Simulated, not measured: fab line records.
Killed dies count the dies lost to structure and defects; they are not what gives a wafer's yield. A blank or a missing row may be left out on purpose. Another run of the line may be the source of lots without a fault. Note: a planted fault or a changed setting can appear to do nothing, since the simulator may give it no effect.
Matching of chambers / flow nandHarc / NHARC_P_M2_PRE_CLEAN_32 on pecvd-01 has 3 sister chambers
The step time 12 s. 6 wafers are shown with their chamber, then 7 later ones without.

## EACH WAFER AND ITS CHAMBER
wafer=L290.4; chamber=1; heaterPowerW (W)=573; rfFwdPowerW (W)=293.7
wafer=L293.4; chamber=2; heaterPowerW (W)=698; rfFwdPowerW (W)=292.6
wafer=L293.5; chamber=0; heaterPowerW (W)=707; rfFwdPowerW (W)=290.6
wafer=L293.6; chamber=1; heaterPowerW (W)=571; rfFwdPowerW (W)=294.3
wafer=L301.1; chamber=0; heaterPowerW (W)=623; rfFwdPowerW (W)=291.7
wafer=L301.2; chamber=2; heaterPowerW (W)=774; rfFwdPowerW (W)=293.2

## WAFERS MISSING THEIR CHAMBER
wafer=L301.6; heaterPowerW (W)=582; rfFwdPowerW (W)=293.3
wafer=L304.3; heaterPowerW (W)=799; rfFwdPowerW (W)=291.0
wafer=L304.4; heaterPowerW (W)=699; rfFwdPowerW (W)=291.9
wafer=L304.5; heaterPowerW (W)=670; rfFwdPowerW (W)=293.0
wafer=L308.2; heaterPowerW (W)=746; rfFwdPowerW (W)=290.4
wafer=L308.4; heaterPowerW (W)=698; rfFwdPowerW (W)=291.1
wafer=L308.6; heaterPowerW (W)=740; rfFwdPowerW (W)=293.0

## CHAMBER TAKEN BY EACH
wafer=L301.6; from the rows above=1; in truth=1
wafer=L304.3; from the rows above=can't be placed: 0 or 2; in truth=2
wafer=L304.4; from the rows above=can't be placed: 0 or 2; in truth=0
wafer=L304.5; from the rows above=can't be placed: 2 or 1 or 0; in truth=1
wafer=L308.2; from the rows above=0; in truth=0
wafer=L308.4; from the rows above=0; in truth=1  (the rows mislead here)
wafer=L308.6; from the rows above=2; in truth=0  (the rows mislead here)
2 of 7 placed correctly. Can't be placed from these rows: 3 (the true chamber is among the candidates in 3). Placed wrongly: 2.
How it was worked out, from the rows above alone: a wafer's distance from a chamber is the root of the sum, over the readings, of the square of ((its reading less the chamber's mean) divided by the reading's scatter). The wafer belongs to the nearest chamber; if the next one is less than 2 further off, it can't be placed. Each chamber's mean is taken over the wafers shown for it. The scatter: the root of (the sum of the squares of (reading less its chamber's mean) over the shown wafers, divided by (wafers less chambers)).
